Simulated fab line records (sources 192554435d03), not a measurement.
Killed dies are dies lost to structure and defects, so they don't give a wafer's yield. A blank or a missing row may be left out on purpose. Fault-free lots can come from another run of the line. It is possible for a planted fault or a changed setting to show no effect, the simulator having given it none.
The tool behind it: which one? | flow n5-finfet | 24 lots, 72 wafers sampled, at 6 steps of a route of 1938

## WHAT THE GAUGES SHOWED, per wafer
No reading from a measuring or inspecting step in the record can be judged against a usual standard deviation.

## EACH LOT AND THE TOOL THAT RAN IT (in order: tool; ch and the chambers of the sampled wafers; start)
lot  | N5_GATE_CUT_CMP_43            | N5_GATE_CUT_CMP_61            | N5_MOL_CONTACT_COAG_SIL_ANNEAL_21 | N5_MOL_CONTACT_COAG_SPUTTER_143 | N5_MOL_CONTACT_COAG_CMP_23    | N5_MOL_CONTACT_COAG_ALD_27
L074 | cmp-03 ch 1,3, day 4 15:28    | cmp-03 ch 1,3, day 4 15:57    | rtp-anneal-02 ch 0, day 4 18:12   | pvd-sputter-01, day 4 19:10     | cmp-02 ch 0,1,2, day 4 21:42  | ald-sin-03 ch 0,1, day 4 22:34
L075 | cmp-01 ch 1,2, day 4 22:50    | cmp-01 ch 1,2, day 4 23:19    | rtp-anneal-01 ch 0, day 5 02:56   | pvd-sputter-02, day 5 03:48     | cmp-04 ch 0,2, day 5 06:40    | ald-sin-02 ch 0,1,3, day 5 07:29
L076 | cmp-03 ch 0,1,2, day 5 05:02  | cmp-03 ch 0,1,2, day 5 05:28  | rtp-anneal-01 ch 0, day 5 07:35   | pvd-sputter-03, day 5 09:27     | cmp-03 ch 1,2, day 5 12:38    | ald-sin-03 ch 0,1, day 5 13:30
L077 | cmp-01 ch 0,2,3, day 5 10:01  | cmp-01 ch 0,2,3, day 5 10:24  | rtp-anneal-02 ch 0, day 5 13:01   | pvd-sputter-02, day 5 13:54     | cmp-03 ch 0,1, day 5 19:10    | ald-sin-01 ch 0,1,2, day 5 19:57
L078 | cmp-01 ch 1,2, day 5 14:01    | cmp-01 ch 1,2, day 5 14:30    | rtp-anneal-02 ch 0, day 5 19:10   | pvd-sputter-03, day 5 19:56     | cmp-04 ch 0,1, day 5 23:08    | ald-sin-02 ch 2,3, day 5 23:58
L079 | cmp-03 ch 0,1,3, day 5 22:40  | cmp-03 ch 0,1,3, day 5 23:02  | rtp-anneal-01 ch 0, day 6 01:13   | pvd-sputter-02, day 6 03:13     | cmp-02 ch 2,3, day 6 06:26    | ald-sin-01 ch 0,2, day 6 07:21
L080 | cmp-03 ch 1,2,3, day 6 04:35  | cmp-03 ch 1,2,3, day 6 05:04  | rtp-anneal-02 ch 0, day 6 07:20   | pvd-sputter-01, day 6 07:39     | cmp-03 ch 1,2,3, day 6 10:08  | ald-sin-03 ch 2,3, day 6 10:58
L081 | cmp-03 ch 1,2, day 6 10:46    | cmp-03 ch 1,2, day 6 11:12    | rtp-anneal-02 ch 0, day 6 14:14   | pvd-sputter-02, day 6 14:58     | cmp-02 ch 0,2,3, day 6 18:22  | ald-sin-02 ch 0,1,2, day 6 19:05
L082 | cmp-04 ch 0,2,3, day 6 17:30  | cmp-04 ch 0,2,3, day 6 17:59  | rtp-anneal-02 ch 0, day 6 20:01   | pvd-sputter-02, day 6 22:01     | cmp-02 ch 1,2,3, day 7 00:22  | ald-sin-02 ch 0,1,3, day 7 01:25
L083 | cmp-04 ch 0,2,3, day 7 03:05  | cmp-04 ch 0,2,3, day 7 03:28  | rtp-anneal-01 ch 0, day 7 05:44   | pvd-sputter-01, day 7 07:07     | cmp-02 ch 0,2,3, day 7 10:58  | ald-sin-02 ch 0,1,2, day 7 11:43
L084 | cmp-03 ch 0,2,3, day 7 04:12  | cmp-03 ch 0,2,3, day 7 04:41  | rtp-anneal-01 ch 0, day 7 07:17   | pvd-sputter-01, day 7 07:49     | cmp-03 ch 0,1,2, day 7 11:09  | ald-sin-01 ch 0,1,3, day 7 13:06
L085 | cmp-03 ch 0,1,2, day 7 09:43  | cmp-03 ch 0,1,2, day 7 10:03  | rtp-anneal-02 ch 0, day 7 12:25   | pvd-sputter-03, day 7 14:11     | cmp-04 ch 0,1, day 7 18:44    | ald-sin-02 ch 0,2,3, day 7 19:48
L086 | cmp-03 ch 0,1,2, day 7 13:31  | cmp-03 ch 0,1,2, day 7 14:00  | rtp-anneal-01 ch 0, day 7 16:14   | pvd-sputter-01, day 7 18:43     | cmp-03 ch 0,2,3, day 7 21:23  | ald-sin-03 ch 2,3, day 7 22:10
L087 | cmp-01 ch 0,3, day 7 21:28    | cmp-01 ch 0,3, day 7 21:57    | rtp-anneal-01 ch 0, day 8 00:37   | pvd-sputter-02, day 8 01:14     | cmp-02 ch 0,1,2, day 8 04:30  | ald-sin-01 ch 1,2, day 8 05:15
L088 | cmp-03 ch 1,2,3, day 8 04:55  | cmp-03 ch 1,2,3, day 8 05:20  | rtp-anneal-01 ch 0, day 8 09:24   | pvd-sputter-01, day 8 10:23     | cmp-02 ch 0,1,3, day 8 13:50  | ald-sin-02 ch 0,1,2, day 8 15:46
L089 | cmp-03 ch 1,2,3, day 8 07:02  | cmp-03 ch 1,2,3, day 8 07:31  | rtp-anneal-01 ch 0, day 8 10:10   | pvd-sputter-02, day 8 10:43     | cmp-02 ch 1,2, day 8 14:40    | ald-sin-01 ch 1,3, day 8 16:32
L090 | cmp-03 ch 0,2,3, day 8 13:16  | cmp-03 ch 0,2,3, day 8 13:45  | rtp-anneal-02 ch 0, day 8 16:05   | pvd-sputter-01, day 8 16:17     | cmp-03 ch 1,2,3, day 8 19:05  | ald-sin-02 ch 1,2, day 8 20:17
L092 | cmp-01 ch 0,1, day 9 02:17    | cmp-01 ch 0,1, day 9 02:46    | rtp-anneal-02 ch 0, day 9 04:55   | pvd-sputter-01, day 9 05:26     | cmp-02 ch 0,2,3, day 9 08:43  | ald-sin-01 ch 0,1, day 9 09:33
L091 | cmp-04 ch 1,2, day 9 04:49    | cmp-04 ch 1,2, day 9 05:18    | rtp-anneal-02 ch 0, day 9 07:55   | pvd-sputter-01, day 9 08:47     | cmp-04 ch 0,3, day 9 12:11    | ald-sin-02 ch 0,3, day 9 13:03
L093 | cmp-04 ch 0,1, day 9 07:53    | cmp-04 ch 0,1, day 9 08:22    | rtp-anneal-01 ch 0, day 9 12:07   | pvd-sputter-02, day 9 12:34     | cmp-02 ch 0,1,3, day 9 15:27  | ald-sin-02 ch 1,2, day 9 16:16
L094 | cmp-04 ch 0,1,3, day 9 13:45  | cmp-04 ch 0,1,3, day 9 14:08  | rtp-anneal-01 ch 0, day 9 17:52   | pvd-sputter-03, day 9 18:35     | cmp-03 ch 0,2, day 9 20:46    | ald-sin-03 ch 2,3, day 9 22:39
L095 | cmp-03 ch 1,3, day 9 21:49    | cmp-03 ch 1,3, day 9 22:14    | rtp-anneal-02 ch 0, day 10 00:58  | pvd-sputter-01, day 10 03:08    | cmp-04 ch 1,2, day 10 05:47   | ald-sin-01 ch 1,2,3, day 10 06:37
L096 | cmp-03 ch 0,1,3, day 10 09:33 | cmp-03 ch 0,1,3, day 10 09:59 | rtp-anneal-01 ch 0, day 10 13:13  | pvd-sputter-03, day 10 13:29    | cmp-04 ch 2,3, day 10 15:25   | ald-sin-01 ch 0,1,3, day 10 16:14
L097 | cmp-03 ch 0,1,2, day 10 11:20 | cmp-03 ch 0,1,2, day 10 11:49 | rtp-anneal-02 ch 0, day 10 14:04  | pvd-sputter-02, day 10 14:30    | cmp-03 ch 0,2,3, day 10 17:50 | ald-sin-01 ch 0,1,2, day 10 18:39
- N5_GATE_CUT_CMP_43: polishes SiO2.
- N5_GATE_CUT_CMP_61: polishes, stops on SiNx, t overpolish 3 s.
- N5_MOL_CONTACT_COAG_SIL_ANNEAL_21: time 60 s.
- N5_MOL_CONTACT_COAG_SPUTTER_143: material Co, target thk 2.5 nm.
- N5_MOL_CONTACT_COAG_CMP_23: polishes, stops on SiO2, t overpolish 1.5 s, target thk 0 nm.
- N5_MOL_CONTACT_COAG_ALD_27: deposits SiOC, target thk 17 nm, pulse time 1.5 s, time 2720 s.

## AS READ BY THE TOOLS THEMSELVES (means over the sampled wafers that have a number; for cases with no such wafer, the mark the record gives instead)
N5_GATE_CUT_CMP_43. Usual: motor-current-A 11.9 A, standard deviation 1.1; slurry-flow-ml-min 150.0, standard deviation 0.43.
lot  | tool   | motor-current-A (A) | slurry-flow-ml-min | flag
L074 | cmp-03 | 11.9                | 149.9              |
L075 | cmp-01 | 14.2                | 150.0              |
L076 | cmp-03 | 11.7                | 150.0              |
L077 | cmp-01 | 13.1                | 149.7              |
L078 | cmp-01 | 14.2                | 150.3              |
L079 | cmp-03 | 11.9                | 150.0              |
L080 | cmp-03 | 11.2                | 149.7              |
L081 | cmp-03 | 11.0                | 150.3              |
L082 | cmp-04 | 11.4                | 150.1              |
L083 | cmp-04 | 10.9                | 149.8              |
L084 | cmp-03 | 12.0                | 149.8              |
L085 | cmp-03 | 11.8                | 149.9              |
L086 | cmp-03 | 11.3                | 149.7              |
L087 | cmp-01 | 12.8                | 150.2              |
L088 | cmp-03 | 11.3                | 150.1              |
L089 | cmp-03 | 11.3                | 150.1              |
L090 | cmp-03 | 11.8                | 150.2              |
L092 | cmp-01 | 12.4                | 149.8              |
L091 | cmp-04 | 12.5                | 150.3              |
L093 | cmp-04 | 11.1                | 149.8              |
L094 | cmp-04 | 11.1                | 149.5              |
L095 | cmp-03 | 11.3                | 150.3              |
L096 | cmp-03 | 12.1                | 150.4              |
L097 | cmp-03 | 11.8                | 150.1              |

N5_GATE_CUT_CMP_61. Usual: motor-current-A 11.9 A, standard deviation 1.1; slurry-flow-ml-min 150.0, standard deviation 0.46.
lot  | tool   | motor-current-A (A) | slurry-flow-ml-min | flag
L074 | cmp-03 | 11.8                | 149.7              |
L075 | cmp-01 | 13.8                | 149.9              |
L076 | cmp-03 | 11.3                | 149.3              |
L077 | cmp-01 | 13.1                | 149.9              |
L078 | cmp-01 | 14.1                | 149.9              |
L079 | cmp-03 | 12.1                | 150.2              |
L080 | cmp-03 | 11.3                | 150.0              |
L081 | cmp-03 | 11.0                | 149.9              |
L082 | cmp-04 | 10.8                | 150.2              |
L083 | cmp-04 | 11.1                | 150.0              |
L084 | cmp-03 | 11.9                | 150.0              |
L085 | cmp-03 | 11.7                | 150.0              |
L086 | cmp-03 | 12.0                | 150.2              |
L087 | cmp-01 | 12.6                | 149.8              |
L088 | cmp-03 | 11.3                | 150.3              |
L089 | cmp-03 | 11.4                | 150.1              |
L090 | cmp-03 | 11.8                | 149.8              |
L092 | cmp-01 | 12.3                | 149.5              |
L091 | cmp-04 | 12.6                | 150.1              |
L093 | cmp-04 | 11.3                | 149.8              |
L094 | cmp-04 | 11.4                | 150.0              |
L095 | cmp-03 | 11.6                | 150.5              |
L096 | cmp-03 | 11.9                | 150.4              |
L097 | cmp-03 | 11.7                | 150.1              |

N5_MOL_CONTACT_COAG_SIL_ANNEAL_21. Usual: lamp-power-pct 6.2 %, standard deviation 0.57; lamp_zone_7_pct 6.5 %, standard deviation 0.6; wafer_temp_C_max 553.0, standard deviation 0.68.
lot  | tool          | lamp-power-pct (%) | lamp_zone_7_pct (%) | wafer_temp_C_max | flag
L074 | rtp-anneal-02 | 6.7                | 7.1                 | 552.8            |
L075 | rtp-anneal-01 | 5.6                | 5.9                 | 553.2            |
L076 | rtp-anneal-01 | 5.6                | 5.9                 | 553.4            |
L077 | rtp-anneal-02 | 6.7                | 7.1                 | 552.9            |
L078 | rtp-anneal-02 | 6.7                | 7.1                 | 553.0            |
L079 | rtp-anneal-01 | 5.6                | 5.9                 | 553.0            |
L080 | rtp-anneal-02 | 6.7                | 7.1                 | 552.5            |
L081 | rtp-anneal-02 | 6.7                | 7.1                 | 552.1            |
L082 | rtp-anneal-02 | 6.7                | 7.1                 | 552.7            |
L083 | rtp-anneal-01 | 5.6                | 5.9                 | 553.9            |
L084 | rtp-anneal-01 | 5.6                | 5.9                 | 554.3            |
L085 | rtp-anneal-02 | 6.7                | 7.1                 | 552.9            |
L086 | rtp-anneal-01 | 5.6                | 5.9                 | 553.6            |
L087 | rtp-anneal-01 | 5.6                | 5.9                 | 553.5            |
L088 | rtp-anneal-01 | 5.6                | 5.9                 | 553.1            |
L089 | rtp-anneal-01 | 5.6                | 5.9                 | 552.9            |
L090 | rtp-anneal-02 | 6.7                | 7.1                 | 552.9            |
L092 | rtp-anneal-02 | 6.7                | 7.1                 | 552.3            |
L091 | rtp-anneal-02 | 6.7                | 7.1                 | 552.1            |
L093 | rtp-anneal-01 | 5.6                | 5.9                 | 553.3            |
L094 | rtp-anneal-01 | 5.6                | 5.9                 | 553.4            |
L095 | rtp-anneal-02 | 6.7                | 7.1                 | 553.0            |
L096 | rtp-anneal-01 | 5.6                | 5.9                 | 553.0            |
L097 | rtp-anneal-02 | 6.7                | 7.1                 | 552.2            |

N5_MOL_CONTACT_COAG_SPUTTER_143. Usual: chamber-pressure-pa 0.2000 Pa, standard deviation 0.00043; throttle-valve-pct 30.0 %, standard deviation 0.88.
lot  | tool           | chamber-pressure-pa (Pa) | throttle-valve-pct (%) | flag
L074 | pvd-sputter-01 | 0.1997                   | 30.2                   |
L075 | pvd-sputter-02 | 0.1997                   | 29.9                   |
L076 | pvd-sputter-03 | 0.2002                   | 30.2                   |
L077 | pvd-sputter-02 | 0.2001                   | 30.3                   |
L078 | pvd-sputter-03 | 0.2000                   | 29.8                   |
L079 | pvd-sputter-02 | 0.2003                   | 30.0                   |
L080 | pvd-sputter-01 | 0.1998                   | 29.7                   |
L081 | pvd-sputter-02 | 0.1998                   | 29.5                   |
L082 | pvd-sputter-02 | 0.2000                   | 29.7                   |
L083 | pvd-sputter-01 | 0.2002                   | 29.5                   |
L084 | pvd-sputter-01 | 0.2006                   | 30.1                   |
L085 | pvd-sputter-03 | 0.2000                   | 30.1                   |
L086 | pvd-sputter-01 | 0.1999                   | 30.8                   |
L087 | pvd-sputter-02 | 0.1998                   | 29.9                   |
L088 | pvd-sputter-01 | 0.2000                   | 30.7                   |
L089 | pvd-sputter-02 | 0.2001                   | 29.6                   |
L090 | pvd-sputter-01 | 0.2003                   | 30.1                   |
L092 | pvd-sputter-01 | 0.1999                   | 29.4                   |
L091 | pvd-sputter-01 | 0.1999                   | 30.4                   |
L093 | pvd-sputter-02 | 0.2000                   | 30.9                   |
L094 | pvd-sputter-03 | 0.2004                   | 30.6                   |
L095 | pvd-sputter-01 | 0.2003                   | 30.3                   |
L096 | pvd-sputter-03 | 0.1999                   | 30.3                   |
L097 | pvd-sputter-02 | 0.2005                   | 29.6                   |

N5_MOL_CONTACT_COAG_CMP_23. Usual: motor-current-A 7.9 A, standard deviation 0.81; overpolish-run-s 1.501 s, standard deviation 0.009; slurry-flow-ml-min 150.1, standard deviation 0.43; time-to-endpoint-s 10.2 s, standard deviation 2.5.
lot  | tool   | motor-current-A (A) | overpolish-run-s (s) | slurry-flow-ml-min | time-to-endpoint-s (s) | flag
L074 | cmp-02 | 9.0                 | 1.490                | 149.9              | 7.5                    |
L075 | cmp-04 | 7.1                 | 1.495                | 150.3              | 12.6                   |
L076 | cmp-03 | 7.3                 | 1.503                | 150.1              | 10.8                   |
L077 | cmp-03 | 8.4                 | 1.499                | 150.2              | 10.2                   |
L078 | cmp-04 | 8.1                 | 1.505                | 150.2              | 10.9                   |
L079 | cmp-02 | 7.3                 | 1.510                | 149.9              | 8.5                    |
L080 | cmp-03 | 7.6                 | 1.511                | 150.3              | 7.2                    |
L081 | cmp-02 | 8.1                 | 1.503                | 150.0              | 7.9                    |
L082 | cmp-02 | 8.2                 | 1.503                | 149.9              | 10.1                   |
L083 | cmp-02 | 8.0                 | 1.500                | 150.0              | 10.6                   |
L084 | cmp-03 | 7.5                 | 1.508                | 150.4              | 11.1                   |
L085 | cmp-04 | 7.3                 | 1.496                | 150.2              | 10.8                   |
L086 | cmp-03 | 7.8                 | 1.501                | 150.0              | 12.9                   |
L087 | cmp-02 | 8.7                 | 1.502                | 150.0              | 10.9                   |
L088 | cmp-02 | 8.3                 | 1.501                | 150.6              | 10.5                   |
L089 | cmp-02 | 8.5                 | 1.497                | 149.3              | 10.7                   |
L090 | cmp-03 | 7.4                 | 1.496                | 150.3              | 9.0                    |
L092 | cmp-02 | 8.2                 | 1.499                | 150.3              | 10.3                   |
L091 | cmp-04 | 7.1                 | 1.502                | 150.1              | 14.4                   |
L093 | cmp-02 | 8.2                 | 1.502                | 150.4              | 8.7                    |
L094 | cmp-03 | 7.4                 | 1.501                | 150.4              | 11.5                   |
L095 | cmp-04 | 7.8                 | 1.491                | 150.6              | 8.2                    |
L096 | cmp-04 | 7.8                 | 1.497                | 149.8              | 9.3                    |
L097 | cmp-03 | 7.9                 | 1.499                | 149.9              | 12.1                   |

N5_MOL_CONTACT_COAG_ALD_27. Usual: heater-power-outer-w 516 W, standard deviation 51; heater-power-w 848 W, standard deviation 62; precursor-pulse-height-rel 0.999, standard deviation 0.02.
lot  | tool       | heater-power-outer-w (W) | heater-power-w (W) | precursor-pulse-height-rel | flag
L074 | ald-sin-03 | 470                      | 783                | 0.985                      |
L075 | ald-sin-02 | 482                      | 798                | 1.022                      |
L076 | ald-sin-03 | 470                      | 785                | 1.009                      |
L077 | ald-sin-01 | 540                      | 895                | 1.005                      |
L078 | ald-sin-02 | 503                      | 827                | 0.994                      |
L079 | ald-sin-01 | 561                      | 911                | 1.016                      |
L080 | ald-sin-03 | 551                      | 905                | 0.999                      |
L081 | ald-sin-02 | 475                      | 791                | 0.990                      |
L082 | ald-sin-02 | 493                      | 822                | 0.997                      |
L083 | ald-sin-02 | 479                      | 785                | 0.985                      |
L084 | ald-sin-01 | 587                      | 913                | 1.013                      |
L085 | ald-sin-02 | 496                      | 799                | 0.983                      |
L086 | ald-sin-03 | 553                      | 922                | 1.005                      |
L087 | ald-sin-01 | 504                      | 895                | 0.993                      |
L088 | ald-sin-02 | 483                      | 776                | 1.003                      |
L089 | ald-sin-01 | 563                      | 923                | 1.003                      |
L090 | ald-sin-02 | 498                      | 790                | 0.998                      |
L092 | ald-sin-01 | 565                      | 903                | 1.010                      |
L091 | ald-sin-02 | 480                      | 812                | 1.005                      |
L093 | ald-sin-02 | 495                      | 789                | 0.992                      |
L094 | ald-sin-03 | 500                      | 840                | 1.003                      |
L095 | ald-sin-01 | 561                      | 899                | 0.988                      |
L096 | ald-sin-01 | 581                      | 934                | 1.007                      |
L097 | ald-sin-01 | 534                      | 879                | 1.008                      |

## THE ANSWER, worked out from the rows above alone
Rule: a lot counts as off when the mean over its wafers that have a number is more than 3 standard deviations away from the usual mean. Also off: a lot with no number at a reading for which 4 or more lots have one. All remaining lots with rows at the step are treated as sound. Order of review: gauges by route order, followed by the tools' own readings, for which a lot's mean as printed above is used. At the first step where some lot is off, the reading lying furthest off is the one used; lots without a number count as furthest.
Nothing can be told from this: no lot is off at any reading shown.

## WHAT THE SIMULATOR HAD PUT IN
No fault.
